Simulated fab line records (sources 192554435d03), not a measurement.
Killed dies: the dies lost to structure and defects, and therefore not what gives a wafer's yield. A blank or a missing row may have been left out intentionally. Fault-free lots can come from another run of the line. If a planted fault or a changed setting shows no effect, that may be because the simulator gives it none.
fab line records -- flow n5Finfet
record: lots: 6, wafers: 18, lastDay: 17
route steps=1938 shown BEOL_M2@875 BEOL_M4@1111
lots that met no fault: from a run of the same line without faults
startH: hours from the record's opening day to when the first of the lot's shown wafers began -- waitH: hours elapsed since this lot's preceding step -- " same as the row above -- L1.1+2: a single row standing in for several wafers -- - value missing, or start not given -- * or withheld: withheld -- < > ~ a bound
route shown NAME@n: NAME is a module with steps in the file, n the number in the route of the first one -- usual: average and standard deviation across the fault-free wafers -- same: alike in all rows -- chamber/n: place in a boat -- sites: per-site readings -- _std_site: standard deviation across them -- _edge_site: outer sites' mean less inner sites' -- radiusMm: for every site, how far away it sits from the centre of the wafer -- mask NAME#n: copy n -- behind: the last tool/chamber to shape the wafer -- hold: why the lot was held/for how many hours/how that ended -- device: the n, p or np transistor that did not switch -- end of line: the same wafers' tests at the end of the route -- a step without rows: its recipe alone -- killed: dies lost to structure and defects at the first sort, not the wafer's yield -- map: a wafer's dies, x killed, . not, _ none there
set.NAME: setting as actually run; set.NAME@STEP: the setting as run at that earlier step -- model.NAME: the simulator's own value behind a step, which no gauge read
a table for each step, a row for each wafer; lots at some steps of the route
services: a tool's chamber out of use, with start hour (startH, from the record's first day; less than 0 if before it), hours out, and reason
== steps ==
step: N5_BEOL_M2_DEVELOP_27
recipe: developTimeS: 30, developer: TMAH, resist: CAR-EUV, rinseLiquid: surfactantRinse, dry: airSpin, devTempC: 23
step: N5_BEOL_M2_CD_MEAS_28
recipe: targetCdNm: 26.2, landingEnergyEv: 500, detector: seInlens, targetCdYNm: 24.1, polarity: opening
usual: cdNm: 26.27/0.24
lot.wafer,tool,chamber,startH,waitH,cdNm
L650.1,cdSem-02,0,162.04,-,26.91
L650.3,cdSem-02,0,162.04,-,26.39
L650.5,cdSem-02,0,162.04,-,26.12
L653.1,cdSem-01,0,180.57,-,26.66
L653.5,cdSem-01,0,180.57,-,26.67
L653.6,cdSem-01,0,180.57,-,26.47
L658.1,cdSem-02,0,211.14,-,26.36
L658.4,cdSem-02,0,211.14,-,26.41
L658.5,cdSem-02,0,211.14,-,26.19
L659.2,cdSem-03,0,212.64,-,26.00
L659.4,cdSem-03,0,212.64,-,26.15
L659.5,cdSem-03,0,212.64,-,26.39
L662.2,cdSem-02,0,229.42,-,26.19
L662.5,cdSem-02,0,229.42,-,26.37
L662.6,cdSem-02,0,229.42,-,26.08
L668.2,cdSem-02,0,270.47,-,26.38
L668.3,cdSem-02,0,270.47,-,26.35
L668.6,cdSem-02,0,270.47,-,26.10
step: N5_BEOL_M2_OVL_MEAS_29
recipe: pointsPerWafer: 522
usual: V1_OVL: 0.4/0.66
same: pointsPerWafer: 522
lot.wafer,tool,chamber,startH,waitH,V1_OVL[nm]
L650.1,overlay-01,0,162.07,0.0,-1.2
L650.3,overlay-01,0,162.07,0.0,-0.3
L650.5,overlay-01,0,162.07,0.0,-0.7
L653.1,overlay-01,0,180.60,0.0,0.1
L653.5,overlay-01,0,180.60,0.0,0.1
L653.6,overlay-01,0,180.60,0.0,0.1
L658.1,overlay-01,0,211.17,0.0,-0.5
L658.4,overlay-01,0,211.17,0.0,0.9
L658.5,overlay-01,0,211.17,0.0,0.3
L659.2,overlay-01,0,212.67,0.0,-0.2
L659.4,overlay-01,0,212.67,0.0,0.0
L659.5,overlay-01,0,212.67,0.0,0.1
L662.2,overlay-01,0,229.45,0.0,0.5
L662.5,overlay-01,0,229.45,0.0,0.1
L662.6,overlay-01,0,229.45,0.0,0.1
L668.2,overlay-02,0,270.50,0.0,-0.3
L668.3,overlay-02,0,270.50,0.0,0.1
L668.6,overlay-02,0,270.50,0.0,-0.6
step: N5_BEOL_M2_INSPECT_30
recipe: mode: adi, inspectInstrument: brightfield
usual: rawDefectCount: 383/95
lot.wafer,tool,chamber,startH,waitH,rawDefectCount
L650.1,defectInspect-01,-,162.13,0.1,171
L650.3,defectInspect-01,-,162.13,0.1,378
L650.5,defectInspect-01,-,162.13,0.1,345
L653.1,defectInspect-02,-,180.66,0.1,456
L653.5,defectInspect-02,-,180.66,0.1,486
L653.6,defectInspect-02,-,180.66,0.1,415
L658.1,defectInspect-02,-,211.23,0.1,398
L658.4,defectInspect-02,-,211.23,0.1,657
L658.5,defectInspect-02,-,211.23,0.1,629
L659.2,defectInspect-02,-,212.73,0.0,430
L659.4,defectInspect-02,-,212.73,0.0,429
L659.5,defectInspect-02,-,212.73,0.0,417
L662.2,defectInspect-01,-,229.51,0.0,403
L662.5,defectInspect-01,-,229.51,0.0,333
L662.6,defectInspect-01,-,229.51,0.0,487
L668.2,defectInspect-01,-,270.55,0.0,306
L668.3,defectInspect-01,-,270.55,0.0,351
L668.6,defectInspect-01,-,270.55,0.0,331
step: N5_BEOL_M2_DESCUM_33
recipe: chemistry: O2, timeS: 7, sourcePowerW: 50, biasPowerW: 20, pressureMtorr: 20, rfFrequencyHz: 2.712e+07, tempC: 40, resist: CAR-EUV, o2FlowSccm: 225
usual: biasPowerW: 20.01/0.055, drypumpMotorCurrentA: 5.6/0.45, oesProductAu: 0.82/0.078, rfVppV: 243.3/1.5, showerheadPlenumPTorr: 2.11/0.081, throttleValvePct: 20.42/0.24
lot.wafer,tool,chamber,startH,waitH,biasPowerW,drypumpMotorCurrentA,oesProductAu,rfHoursCounterH,rfVppV,showerheadPlenumPTorr,throttleValvePct
L650.1,rieDiel-06,2,162.24,0.1,20.05,5.8,0.71,208,243.0,2.08,20.65
L650.3,rieDiel-06,0,162.24,0.1,19.98,4.8,0.85,56,246.4,2.22,20.59
L650.5,rieDiel-06,0,162.24,0.1,19.97,4.8,0.85,-,246.1,2.21,20.58
L653.1,rieDiel-06,3,180.99,0.3,20.05,5.7,0.68,238,243.1,2.16,20.90
L653.5,rieDiel-06,1,180.99,0.3,20.08,6.3,0.86,-,244.8,2.23,20.53
L653.6,rieDiel-06,0,180.99,0.3,20.08,4.8,0.84,-,245.0,2.21,20.58
L658.1,rieDiel-01,0,211.26,0.0,20.06,6.2,0.68,237,243.4,2.06,20.81
L658.4,rieDiel-01,1,211.26,0.0,19.96,5.6,0.68,236,241.7,2.06,20.57
L658.5,rieDiel-01,3,211.26,0.0,20.08,5.3,0.79,-,241.0,2.02,20.08
L659.2,rieDiel-05,0,212.76,0.0,20.04,5.5,0.85,49,243.6,2.03,20.14
L659.4,rieDiel-05,3,212.76,0.0,20.05,5.0,0.88,39,245.6,2.22,20.26
L659.5,rieDiel-05,2,212.76,0.0,20.04,5.6,0.85,-,242.6,2.02,20.56
L662.2,rieDiel-05,3,229.54,0.0,19.92,5.0,0.87,45,245.7,2.22,20.26
L662.5,rieDiel-05,0,229.54,0.0,20.10,5.5,0.84,-,242.2,2.03,20.16
L662.6,rieDiel-05,3,229.54,0.0,19.96,5.0,0.86,-,245.9,2.22,20.26
L668.2,rieDiel-01,0,270.67,0.1,19.97,6.2,0.98,3,242.2,2.06,20.48
L668.3,rieDiel-01,2,270.67,0.1,20.03,5.3,0.75,150,241.1,2.01,20.36
L668.6,rieDiel-01,0,270.67,0.1,20.02,6.2,0.97,-,243.3,2.06,20.46
step: N5_BEOL_M2_ETCH_77
recipe: chemistry: N2/H2, target: underlayer, targetDepthA: 65, maskMaterial: CAR-EUV, timeS: 5.2, ionEnergyEv: 200, pressureMtorr: 30, sourceW: 840, biasW: 150, n2FlowSccm: 200, h2FlowSccm: 200, ends: cleared
usual: drypumpMotorCurrentA: 5.6/0.45, etchRfOnTimeS: 5.16/0.078, n2FlowSccm: 200.0/0.64, oesProductAu: 0.70/0.066, rfVppV: 524.4/3, showerheadPlenumPTorr: 2.56/0.097, throttleValvePct: 17.84/0.23
lot.wafer,tool,chamber,startH,waitH,drypumpMotorCurrentA,etchRfOnTimeS,n2FlowSccm,oesProductAu,rfHoursCounterH,rfVppV,showerheadPlenumPTorr,throttleValvePct
L650.1,rieDiel-06,2,162.27,0.0,5.8,5.17,200.4,0.61,208,522.4,2.52,18.03
L650.3,rieDiel-06,0,162.27,0.0,4.8,5.08,199.0,0.74,56,528.8,2.68,17.87
L650.5,rieDiel-06,0,162.27,0.0,4.8,5.11,199.9,0.73,-,529.4,2.68,17.86
L653.1,rieDiel-06,3,181.02,0.0,5.7,5.30,198.7,0.59,238,523.6,2.61,18.25
L653.5,rieDiel-06,1,181.02,0.0,6.2,5.21,199.2,0.74,-,528.5,2.70,17.95
L653.6,rieDiel-06,0,181.02,0.0,4.8,5.16,200.1,0.71,-,528.3,2.68,17.86
L658.1,rieDiel-01,0,211.30,0.0,6.2,5.27,199.9,0.59,237,521.7,2.52,18.32
L658.4,rieDiel-01,1,211.30,0.0,5.7,5.21,200.2,0.59,236,521.6,2.50,18.03
L658.5,rieDiel-01,3,211.30,0.0,5.4,5.24,200.5,0.67,-,519.4,2.46,17.59
L659.2,rieDiel-05,0,212.80,0.0,5.5,5.27,200.6,0.71,49,522.8,2.47,17.60
L659.4,rieDiel-05,3,212.80,0.0,5.0,5.16,200.0,0.74,39,527.9,2.70,17.60
L659.5,rieDiel-05,2,212.80,0.0,5.6,5.07,200.5,0.72,-,522.3,2.46,18.02
L662.2,rieDiel-05,3,229.57,0.0,5.0,5.09,200.1,0.73,45,528.4,2.69,17.59
L662.5,rieDiel-05,0,229.57,0.0,5.5,5.20,200.6,0.73,-,521.6,2.47,17.59
L662.6,rieDiel-05,3,229.57,0.0,5.0,5.09,201.0,0.73,-,527.9,2.69,17.59
L668.2,rieDiel-01,0,270.70,0.0,6.2,5.03,200.2,0.83,3,524.2,2.51,17.92
L668.3,rieDiel-01,2,270.70,0.0,5.3,5.13,200.3,0.64,150,522.0,2.44,17.83
L668.6,rieDiel-01,0,270.70,0.0,6.2,5.03,200.4,0.84,-,523.7,2.51,17.91
step: N5_BEOL_M2_ETCH_69
recipe: chemistry: CF4, target: SiARC, targetDepthA: 156, maskMaterial: CAR-EUV, timeS: 26, ionEnergyEv: 80, pressureMtorr: 40, sourceW: 545, biasW: 36, Ar_flow_sccm: 100, cf4FlowSccm: 100, ends: cleared
usual: drypumpMotorCurrentA: 5.6/0.45, etchRfOnTimeS: 25.8/0.36, oesProductAu: 0.70/0.067, rfVppV: 184.3/1.3, showerheadPlenumPTorr: 2.16/0.076, throttleValvePct: 15.60/0.24
lot.wafer,tool,chamber,startH,waitH,drypumpMotorCurrentA,etchRfOnTimeS,oesProductAu,rfHoursCounterH,rfVppV,showerheadPlenumPTorr,throttleValvePct
L650.1,rieDiel-06,2,162.29,0.0,5.8,26.3,0.61,208,184.7,2.13,15.84
L650.3,rieDiel-06,0,162.29,0.0,4.8,25.5,0.73,56,185.9,2.26,15.69
L650.5,rieDiel-06,0,162.29,0.0,4.8,25.6,0.73,-,183.6,2.26,15.69
L653.1,rieDiel-06,3,181.04,0.0,5.7,26.2,0.59,238,184.6,2.20,16.08
L653.5,rieDiel-06,1,181.04,0.0,6.3,25.8,0.75,-,185.6,2.27,15.61
L653.6,rieDiel-06,0,181.04,0.0,4.8,25.5,0.72,-,185.4,2.25,15.71
L658.1,rieDiel-01,0,211.31,0.0,6.2,26.1,0.60,237,184.4,2.12,16.06
L658.4,rieDiel-01,1,211.31,0.0,5.6,26.1,0.58,236,184.3,2.12,15.83
L658.5,rieDiel-01,3,211.31,0.0,5.4,26.0,0.68,-,184.8,2.07,15.26
L659.2,rieDiel-05,0,212.81,0.0,5.5,26.2,0.73,49,183.9,2.10,15.38
L659.4,rieDiel-05,3,212.81,0.0,5.0,25.6,0.74,39,186.5,2.26,15.45
L659.5,rieDiel-05,2,212.81,0.0,5.6,25.3,0.73,-,183.6,2.08,15.82
L662.2,rieDiel-05,3,229.59,0.0,4.9,25.5,0.74,45,185.2,2.26,15.47
L662.5,rieDiel-05,0,229.59,0.0,5.5,26.0,0.72,-,182.5,2.10,15.39
L662.6,rieDiel-05,3,229.59,0.0,4.9,25.6,0.73,-,185.7,2.26,15.47
L668.2,rieDiel-01,0,270.72,0.0,6.2,25.0,0.85,3,181.6,2.11,15.59
L668.3,rieDiel-01,2,270.72,0.0,5.3,25.6,0.64,150,183.2,2.06,15.49
L668.6,rieDiel-01,0,270.72,0.0,6.2,25.0,0.85,-,184.4,2.11,15.60
step: N5_BEOL_M2_ALD_98
recipe: material: SiO2, targetThkA: 25, tempC: 100, aldPrecursorFamily: BDEAS, aldCoReactant: O2-plasma, pulseTimeS: 1, coReactantPulseTimeS: 1, purgeTimeS: 2, coReactantPurgeTimeS: 2, aldCycles: 17, pressureTorr: 2
usual: heaterPowerW: 78/7.1, precursorPulseHeightRel: 1.000/0.021
same: aldCycles: 17, coReactantPulseTimeS: 1
lot.wafer,tool,chamber,startH,waitH,heaterPowerW,precursorPulseHeightRel,sinceWetCleanH
L650.1,aldSin-01,3,163.35,1.0,66,1.017,156
L650.3,aldSin-01,1,163.35,1.0,90,0.998,156
L650.5,aldSin-01,1,163.35,1.0,89,1.042,-
L653.1,aldSin-01,0,181.12,0.1,77,1.041,173
L653.5,aldSin-01,2,181.12,0.1,81,0.993,-
L653.6,aldSin-01,3,181.12,0.1,68,1.039,-
L658.1,aldSin-03,3,211.40,0.1,88,0.990,112
L658.4,aldSin-03,1,211.40,0.1,85,0.978,112
L658.5,aldSin-03,1,211.40,0.1,84,0.984,-
L659.2,aldSin-03,2,212.95,0.1,71,1.032,114
L659.4,aldSin-03,3,212.95,0.1,89,0.982,114
L659.5,aldSin-03,0,212.95,0.1,83,1.007,-
L662.2,aldSin-01,1,229.99,0.4,90,1.010,222
L662.5,aldSin-01,2,229.99,0.4,80,1.003,-
L662.6,aldSin-01,3,229.99,0.4,67,1.016,-
L668.2,aldSin-01,2,270.80,0.1,81,1.003,263
L668.3,aldSin-01,1,270.80,0.1,87,1.009,263
L668.6,aldSin-01,3,270.80,0.1,66,0.991,-
step: N5_BEOL_M2_ETCHBACK_99
recipe: chemistry: CHF3, target: SiO2, targetDepthA: 50, timeS: 10.4, sourceW: 215, biasW: 47, Ar_flow_sccm: 200, CHF3_flow_sccm: 12, ionEnergyEv: 100, pressureMtorr: 30
usual: drypumpMotorCurrentA: 5.6/0.39, oesProductAu: 0.79/0.083, rfVppV: 239.8/2.1, showerheadPlenumPTorr: 2.14/0.074, throttleValvePct: 17.05/0.27
lot.wafer,tool,chamber,startH,waitH,drypumpMotorCurrentA,oesProductAu,rfHoursCounterH,rfVppV,showerheadPlenumPTorr,throttleValvePct
L650.1,rieDiel-06,1,163.56,0.2,6.2,0.88,36,238.3,2.29,17.12
L650.3,rieDiel-06,3,163.56,0.2,5.7,0.69,231,242.6,2.22,17.53
L650.5,rieDiel-06,2,163.56,0.2,5.8,0.72,-,237.3,2.13,17.30
L653.1,rieDiel-01,3,181.25,0.1,5.3,0.80,97,241.3,2.08,16.71
L653.5,rieDiel-01,1,181.25,0.1,5.6,0.68,-,239.6,2.13,17.25
L653.6,rieDiel-01,0,181.25,0.1,6.2,0.70,-,238.5,2.14,17.50
L658.1,rieDiel-01,1,211.52,0.1,5.6,0.68,236,239.9,2.13,17.28
L658.4,rieDiel-01,2,211.52,0.1,5.3,0.77,126,239.3,2.06,16.85
L658.5,rieDiel-01,1,211.52,0.1,5.6,0.68,-,240.7,2.13,17.26
L659.2,rieDiel-01,1,213.36,0.4,5.6,0.68,236,239.9,2.13,17.25
L659.4,rieDiel-01,0,213.36,0.4,6.2,0.68,237,238.6,2.13,17.54
L659.5,rieDiel-01,3,213.36,0.4,5.4,0.79,-,241.8,2.08,16.74
L662.2,rieDiel-05,0,232.24,2.2,5.5,0.84,56,240.2,2.10,16.83
L662.5,rieDiel-05,0,232.24,2.2,5.5,0.84,-,240.3,2.10,16.82
L662.6,rieDiel-05,3,232.24,2.2,5.0,0.87,-,244.7,2.28,16.95
L668.2,rieDiel-05,1,274.67,3.8,6.1,0.86,52,240.4,2.18,16.75
L668.3,rieDiel-05,2,274.67,3.8,5.6,0.82,103,239.4,2.08,17.31
L668.6,rieDiel-05,0,274.67,3.8,5.5,0.82,-,238.8,2.09,16.84
step: N5_BEOL_M2_ETCH_70
recipe: chemistry: N2/H2, target: SOC, targetDepthA: 800, overetchA: 240, maskMaterial: SiARC, tempC: 40, timeS: 130, ionEnergyEv: 200, pressureMtorr: 30, sourceW: 840, biasW: 150, n2FlowSccm: 200, h2FlowSccm: 200
step: N5_BEOL_M2_STRIP_71
recipe: chemistry: N2/H2, tempC: 40, n2FlowSccm: 200, h2FlowSccm: 200, rfFrequencyHz: 6e+07
step: N5_BEOL_M2_STRIP_78
recipe: chemistry: N2/H2, tempC: 40, n2FlowSccm: 200, h2FlowSccm: 200, rfFrequencyHz: 6e+07
step: N5_BEOL_M2_VIA_ETCH_34
recipe: chemistry: C4F6/O2, targetDepthA: 694, maskMaterial: SOC, pressureMtorr: 15, ionEnergyEv: 250, taperDeg: 4, timeS: 65.9, sourceW: 350, biasW: 170, Ar_flow_sccm: 300, C4F6_flow_sccm: 10, O2_flow_sccm: 10
usual: drypumpMotorCurrentA: 5.6/0.39, oesProductAu: 0.79/0.083, rfVppV: 663/4.7, showerheadPlenumPTorr: 2.83/0.094, throttleValvePct: 30.72/0.28
lot.wafer,tool,chamber,startH,waitH,drypumpMotorCurrentA,oesProductAu,rfHoursCounterH,rfVppV,showerheadPlenumPTorr,throttleValvePct,model.etch.depthNm,model.SOC_of_BEOL_M2_COAT_67.thkNm
L650.1,rieDiel-06,1,163.70,0.0,6.2,0.88,37,658,3.02,30.95,69.34,51.8
L650.3,rieDiel-06,3,163.70,0.0,5.7,0.69,232,669,2.92,31.15,68.3,51.8
L650.5,rieDiel-06,2,163.70,0.0,5.8,0.71,-,658,2.82,30.86,68.44,52
L653.1,rieDiel-01,3,181.40,0.0,5.4,0.81,97,666,2.75,30.32,68.93,52.4
L653.5,rieDiel-01,1,181.40,0.0,5.6,0.68,-,663,2.82,30.92,68.2,52.2
L653.6,rieDiel-01,0,181.40,0.0,6.2,0.69,-,658,2.82,31.17,67.52,52.2
L658.1,rieDiel-01,1,211.66,0.0,5.6,0.85,236,663,2.81,30.99,96.44,48.8
L658.4,rieDiel-01,2,211.66,0.0,5.3,0.95,126,658,2.73,30.55,96.23,48.8
L658.5,rieDiel-01,1,211.66,0.0,5.6,0.85,-,663,2.81,30.99,96.16,49
L659.2,rieDiel-01,1,213.50,0.0,5.6,0.86,236,663,2.81,30.99,96.99,48.4
L659.4,rieDiel-01,0,213.50,0.0,6.2,0.86,237,660,2.81,31.23,95.77,49
L659.5,rieDiel-01,3,213.50,0.0,5.4,1.00,-,666,2.75,30.37,97.08,48.6
L662.2,rieDiel-05,0,232.39,0.0,5.5,0.84,56,663,2.77,30.59,68.63,52.2
L662.5,rieDiel-05,0,232.39,0.0,5.5,0.84,-,663,2.77,30.61,68.88,52
L662.6,rieDiel-05,3,232.39,0.0,5.0,0.86,-,674,3.01,30.57,69.7,52
L668.2,rieDiel-05,1,274.81,0.0,6.1,0.85,52,663,2.87,30.40,69.24,52
L668.3,rieDiel-05,2,274.81,0.0,5.6,0.82,103,658,2.75,30.95,70.25,51.8
L668.6,rieDiel-05,0,274.81,0.0,5.5,0.81,-,662,2.77,30.61,68.74,52
step: N5_BEOL_M2_STRIP_83
recipe: chemistry: C4F6/O2, resist: SiARC, rfFrequencyHz: 6e+07
step: N5_BEOL_M4_RC_MEAS_101
usual: DIBL_N: 35.7/1.3, DIBL_P: 35.4/1.8, IOFF_N: 0.152/0.027, IOFF_P: 0.20/0.034, ION_N: 672/9.8, ION_P: 461/7.5, SS_N: 71.4/0.55, SS_P: 73.1/0.61, VT_N: 251/3.3, VT_P: -251/3.6
lot.wafer,tool,chamber,startH,waitH,DIBL_N[mV/V],DIBL_P[mV/V],IOFF_N[nA/um],IOFF_P[nA/um],ION_N[uA/um],ION_P[uA/um],SS_N[mV/dec],SS_P[mV/dec],VT_N[mV],VT_P[mV]
L650.1,prober-01,0,191.09,0.0,36.1,37.9,0.183,0.20,686,468,71.6,73.1,250,-254
L650.3,prober-01,0,191.09,0.0,35.8,36.7,0.166,0.18,681,458,71.2,72.8,251,-255
L650.5,prober-01,0,191.09,0.0,36.6,37.1,0.186,0.19,682,456,71.3,73.1,248,-254
L653.1,prober-02,0,209.67,0.0,34.2,34.1,0.131,0.17,672,455,71.4,72.0,252,-253
L653.5,prober-02,0,209.67,0.0,36.0,36.0,0.155,0.21,683,469,71.6,73.5,249,-250
L653.6,prober-02,0,209.67,0.0,35.6,35.7,0.154,0.20,672,462,71.8,73.9,248,-250
L658.1,prober-02,0,240.00,0.0,34.9,34.6,0.135,0.17,656,443,72.0,73.0,252,-259
L658.4,prober-02,0,240.00,0.0,37.4,36.0,0.168,0.18,670,447,72.4,73.3,252,-255
L658.5,prober-02,0,240.00,0.0,36.3,35.1,0.160,0.17,663,451,71.4,73.7,251,-255
L659.2,prober-02,0,241.49,0.4,35.9,35.9,0.141,0.19,665,454,71.2,73.2,253,-252
L659.4,prober-02,0,241.49,0.4,37.2,36.9,0.161,0.21,675,454,72.1,73.0,250,-253
L659.5,prober-02,0,241.49,0.4,34.6,33.9,0.126,0.17,658,454,71.0,72.2,255,-256
L662.2,prober-01,0,261.97,0.2,37.5,37.0,0.169,0.22,674,457,71.8,73.7,252,-250
L662.5,prober-01,0,261.97,0.2,34.6,34.2,0.122,0.18,654,456,70.9,72.1,251,-252
L662.6,prober-01,0,261.97,0.2,35.6,34.3,0.138,0.19,668,458,71.7,72.8,250,-250
L668.2,prober-01,0,308.32,0.2,36.9,37.5,0.164,0.22,682,465,71.1,73.7,249,-254
L668.3,prober-01,0,308.32,0.2,35.3,35.2,0.132,0.17,670,456,70.9,73.0,252,-253
L668.6,prober-01,0,308.32,0.2,36.3,36.8,0.148,0.20,674,459,71.1,73.7,252,-251
== services ==
tool,chamber,startH,hours,kind
aldSin-03,-,143.78,28.1,pm
rieDiel-06,0,149.96,9.6,repair
rieDiel-06,-,186.01,2.8,pm
aldSin-01,-,186.80,0.8,pm
aldSin-03,-,187.19,2.6,repair
rieDiel-06,2,193.07,5.0,repair
aldSin-01,0,196.32,3.0,repair
aldSin-03,0,199.37,8.0,repair
rieDiel-06,3,217.63,-,clean
rieDiel-06,3,217.63,-,consumableReplace:focusRing
rieDiel-06,3,217.63,24.0,scheduledDown
aldSin-01,-,239.76,6.1,pm
aldSin-03,1,244.08,2.7,repair
aldSin-01,-,245.87,2.8,pm
rieDiel-01,0,246.77,-,clean
rieDiel-01,0,246.77,-,consumableReplace:focusRing
rieDiel-01,0,246.77,17.1,scheduledDown
rieDiel-01,0,246.77,17.1,ventCycle
rieDiel-06,0,248.46,12.2,repair
rieDiel-06,2,253.30,11.7,repair
rieDiel-01,1,263.83,-,clean
rieDiel-01,1,263.83,-,consumableReplace:focusRing
rieDiel-01,1,263.83,23.1,scheduledDown
rieDiel-01,1,263.83,23.1,ventCycle
== key ==
firstSign none at tools or gauges
modelEffect: step: N5_BEOL_M2_VIA_ETCH_34, value: etch.depthNm, without: 68.49, struck: 96.45
metAt N5_BEOL_M2_VIA_ETCH_34
struckWafers L658.1,L658.4,L658.5,L659.2,L659.4,L659.5
onsetBetween 181.40 211.66
alsoFits N5_BEOL_M2_ALD_98:aldSin-03,N5_BEOL_M2_ETCHBACK_99:rieDiel-01
fault: kind: processParameterDrift, tool: rieDiel-01, chamber: -, onsetH: 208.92, steps: N5_BEOL_M2_VIA_ETCH_34, channel: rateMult, offset: 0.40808, shape: step, endH: 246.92
